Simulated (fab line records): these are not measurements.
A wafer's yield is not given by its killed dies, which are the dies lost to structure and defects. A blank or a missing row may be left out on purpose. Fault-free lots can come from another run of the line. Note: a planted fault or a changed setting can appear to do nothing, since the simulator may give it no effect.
Split-lot trial :: flow n5_finfet :: 21 wafers read across 7 lots, on a route 1938 steps long

== THE SPLIT ==
At N5_FIN_SAQP_COAT_50 (time 60 s, resist thk 35 nm), the setting spin_rpm was moved away from the recipe's 1500 rpm on 4 of the 21 wafers read, by -10.9% to -3.1%. This setting was run at the recipe's value on the other wafers.

== FROM THE SPLIT TO THE READING: what the file shows between them, 7 steps ==
- N5_FIN_SAQP_PEB_14: peb time 60 s (also split here: peb_time_s)
- N5_FIN_SAQP_DEVELOP_15: develop time 30 s
- N5_FIN_SAQP_CD_MEAS_16: target cd 35.6 nm
- N5_FIN_SAQP_DESCUM_21: chemistry O2, time 7.9 s
- N5_FIN_SAQP_ETCH_51: etches SiARC in CF4, target depth 45.5 nm, time 75.8 s
- N5_FIN_SAQP_ETCH_52: etches SOC in N2/H2, target depth 100 nm, overetch 20 nm, time 150 s
- N5_FIN_SAQP_STRIP_53: strips in N2/H2

== THE READING ==
SiARC_of_FIN_SAQP_COAT_50.thk_nm (the simulator's own value, which no gauge read), in nm, at N5_FIN_SAQP_HM_OPEN_73 (chemistry CHF3/O2, target SiO2, stops on a-Si, target depth 12 nm, time 16.8 s). There is no usual value for it anywhere in the file. Average 5.213 nm, standard deviation 0.32 nm, over the 17 wafers here run with the recipe.

wafer: L078.1
tool, chamber at the split: litho_track-03, 0
spin_rpm as run, rpm: 1445
against the recipe: -3.7%
SiARC_of_FIN_SAQP_COAT_50.thk_nm, nm: 5.927
against lot-mates on the recipe: +0.588

wafer: L078.3
tool, chamber at the split: litho_track-03, 0
spin_rpm as run, rpm: 1500
against the recipe: recipe
SiARC_of_FIN_SAQP_COAT_50.thk_nm, nm: 5.354
against lot-mates on the recipe: -

wafer: L078.6
tool, chamber at the split: litho_track-03, 0
spin_rpm as run, rpm: 1500
against the recipe: recipe
SiARC_of_FIN_SAQP_COAT_50.thk_nm, nm: 5.324
against lot-mates on the recipe: -

wafer: L083.1
tool, chamber at the split: litho_track-03, 0
spin_rpm as run, rpm: 1500
against the recipe: recipe
SiARC_of_FIN_SAQP_COAT_50.thk_nm, nm: 5.095
against lot-mates on the recipe: -

wafer: L083.2
tool, chamber at the split: litho_track-03, 0
spin_rpm as run, rpm: 1500
against the recipe: recipe
SiARC_of_FIN_SAQP_COAT_50.thk_nm, nm: 5.083
against lot-mates on the recipe: -

wafer: L083.6
tool, chamber at the split: litho_track-03, 0
spin_rpm as run, rpm: 1500
against the recipe: recipe
SiARC_of_FIN_SAQP_COAT_50.thk_nm, nm: 4.897
against lot-mates on the recipe: -

wafer: L088.4
tool, chamber at the split: litho_track-04, 0
spin_rpm as run, rpm: 1500
against the recipe: recipe
SiARC_of_FIN_SAQP_COAT_50.thk_nm, nm: 5.309
against lot-mates on the recipe: -

wafer: L088.5
tool, chamber at the split: litho_track-04, 0
spin_rpm as run, rpm: 1500
against the recipe: recipe
SiARC_of_FIN_SAQP_COAT_50.thk_nm, nm: 5.704
against lot-mates on the recipe: -

wafer: L088.6
tool, chamber at the split: litho_track-04, 0
spin_rpm as run, rpm: 1500
against the recipe: recipe
SiARC_of_FIN_SAQP_COAT_50.thk_nm, nm: 5.301
against lot-mates on the recipe: -

wafer: L089.1
tool, chamber at the split: litho_track-01, 0
spin_rpm as run, rpm: 1500
against the recipe: recipe
SiARC_of_FIN_SAQP_COAT_50.thk_nm, nm: 5.149
against lot-mates on the recipe: -

wafer: L089.3
tool, chamber at the split: litho_track-01, 0
spin_rpm as run, rpm: 1500
against the recipe: recipe
SiARC_of_FIN_SAQP_COAT_50.thk_nm, nm: 5.417
against lot-mates on the recipe: -

wafer: L089.5
tool, chamber at the split: litho_track-01, 0
spin_rpm as run, rpm: 1500
against the recipe: recipe
SiARC_of_FIN_SAQP_COAT_50.thk_nm, nm: 5.338
against lot-mates on the recipe: -

wafer: L093.1
tool, chamber at the split: litho_track-01, 0
spin_rpm as run, rpm: 1500
against the recipe: recipe
SiARC_of_FIN_SAQP_COAT_50.thk_nm, nm: 5.352
against lot-mates on the recipe: -

wafer: L093.3
tool, chamber at the split: litho_track-01, 0
spin_rpm as run, rpm: 1500
against the recipe: recipe
SiARC_of_FIN_SAQP_COAT_50.thk_nm, nm: 5.233
against lot-mates on the recipe: -

wafer: L093.6
tool, chamber at the split: litho_track-01, 0
spin_rpm as run, rpm: 1500
against the recipe: recipe
SiARC_of_FIN_SAQP_COAT_50.thk_nm, nm: 5.417
against lot-mates on the recipe: -

wafer: L094.1
tool, chamber at the split: litho_track-04, 0
spin_rpm as run, rpm: 1500
against the recipe: recipe
SiARC_of_FIN_SAQP_COAT_50.thk_nm, nm: 5.595
against lot-mates on the recipe: -

wafer: L094.2
tool, chamber at the split: litho_track-04, 0
spin_rpm as run, rpm: 1454
against the recipe: -3.1%
SiARC_of_FIN_SAQP_COAT_50.thk_nm, nm: 5.793
against lot-mates on the recipe: +0.198

wafer: L094.5
tool, chamber at the split: litho_track-04, 0
spin_rpm as run, rpm: 1454
against the recipe: -3.1%
SiARC_of_FIN_SAQP_COAT_50.thk_nm, nm: 6.471
against lot-mates on the recipe: +0.876

wafer: L096.1
tool, chamber at the split: litho_track-04, 0
spin_rpm as run, rpm: 1500
against the recipe: recipe
SiARC_of_FIN_SAQP_COAT_50.thk_nm, nm: 4.251
against lot-mates on the recipe: -

wafer: L096.2
tool, chamber at the split: litho_track-04, 0
spin_rpm as run, rpm: 1500
against the recipe: recipe
SiARC_of_FIN_SAQP_COAT_50.thk_nm, nm: 4.81
against lot-mates on the recipe: -

wafer: L096.5
tool, chamber at the split: litho_track-04, 0
spin_rpm as run, rpm: 1337
against the recipe: -10.9%
SiARC_of_FIN_SAQP_COAT_50.thk_nm, nm: 7.23
against lot-mates on the recipe: +2.700

FIT RESULTS
A straight line over all 21 wafers: SiARC_of_FIN_SAQP_COAT_50.thk_nm changes by -0.197 nm for each +1% of spin_rpm; r = -0.83; the points scatter about the line by 0.34 nm.
The same after taking each lot's own level away (the mean of its wafers on the recipe; 21 wafers): -0.235 nm for each +1%; r = -0.95; scatter 0.2 nm.
According to that fit, moving spin_rpm by its largest amount changes the reading by 2.5 nm.
From 4.5305 to 5.5950 nm: that is the span of the lots' own levels, equal to 3.3 times the standard deviation above.
Hence the slope depends on the lot-to-lot level, as the two fits are not the same.
Check: for one of the wafers moved furthest among these (-10.9%), held out of the fit, the line's prediction against its lot-mates is +1.84 nm. It came out at +2.7 nm against them.

== FURTHER SPLITS ON THESE WAFERS ==
These wafers also went through other splits before the reading. Each is held against what the fit with the lots' levels taken away leaves over:
other split on the same wafers: N5_WELL_APT_EXPOSE_22 dose_mj
wafers away from the commonest value: 6
r with SiARC_of_FIN_SAQP_COAT_50.thk_nm (lot level and that fit taken away): +0.17

other split on the same wafers: N5_WELL_APT_PEB_23 peb_time_s
wafers away from the commonest value: 4
r with SiARC_of_FIN_SAQP_COAT_50.thk_nm (lot level and that fit taken away): -0.08

other split on the same wafers: N5_FIN_SAQP_PEB_14 peb_time_s
wafers away from the commonest value: 5
r with SiARC_of_FIN_SAQP_COAT_50.thk_nm (lot level and that fit taken away): -0.28

== THE WHOLE CHAIN: every reading that the file lists as answering this split, in the file's order ==
step: N5_FIN_SAQP_COAT_50
what it does: time 60 s, resist thk 35 nm
reading: SiARC_of_FIN_SAQP_COAT_50.thk_nm (the simulator's own value, which no gauge read)
change (the file's fit): -0.193 nm for each +1% of the setting
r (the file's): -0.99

step: N5_FIN_SAQP_ETCH_51
what it does: etches SiARC in CF4, target depth 45.5 nm, time 75.8 s
reading: etch.depth_nm (the simulator's own value, which no gauge read)
change (the file's fit): -0.193 nm for each +1% of the setting
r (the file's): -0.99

step: N5_FIN_SAQP_ETCH_51
what it does: etches SiARC in CF4, target depth 45.5 nm, time 75.8 s
reading: CAR-ArF_of_FIN_SAQP_COAT_10.thk_nm (the simulator's own value, which no gauge read)
change (the file's fit): +0.168 nm for each +1% of the setting
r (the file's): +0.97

step: N5_FIN_SAQP_ETCH_52
what it does: etches SOC in N2/H2, target depth 100 nm, overetch 20 nm, time 150 s
reading: SiARC_of_FIN_SAQP_COAT_50.thk_nm (the simulator's own value, which no gauge read)
change (the file's fit): -0.204 nm for each +1% of the setting
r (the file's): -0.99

step: N5_FIN_SAQP_HM_OPEN_73
what it does: chemistry CHF3/O2, target SiO2, stops on a-Si, target depth 12 nm, time 16.8 s
reading: SiARC_of_FIN_SAQP_COAT_50.thk_nm (the simulator's own value, which no gauge read)
change (the file's fit): -0.235 nm for each +1% of the setting
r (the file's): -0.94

== FILE'S OWN FIT ==
SiARC_of_FIN_SAQP_COAT_50.thk_nm changes by -0.235 nm for each +1% of spin_rpm, r = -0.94.
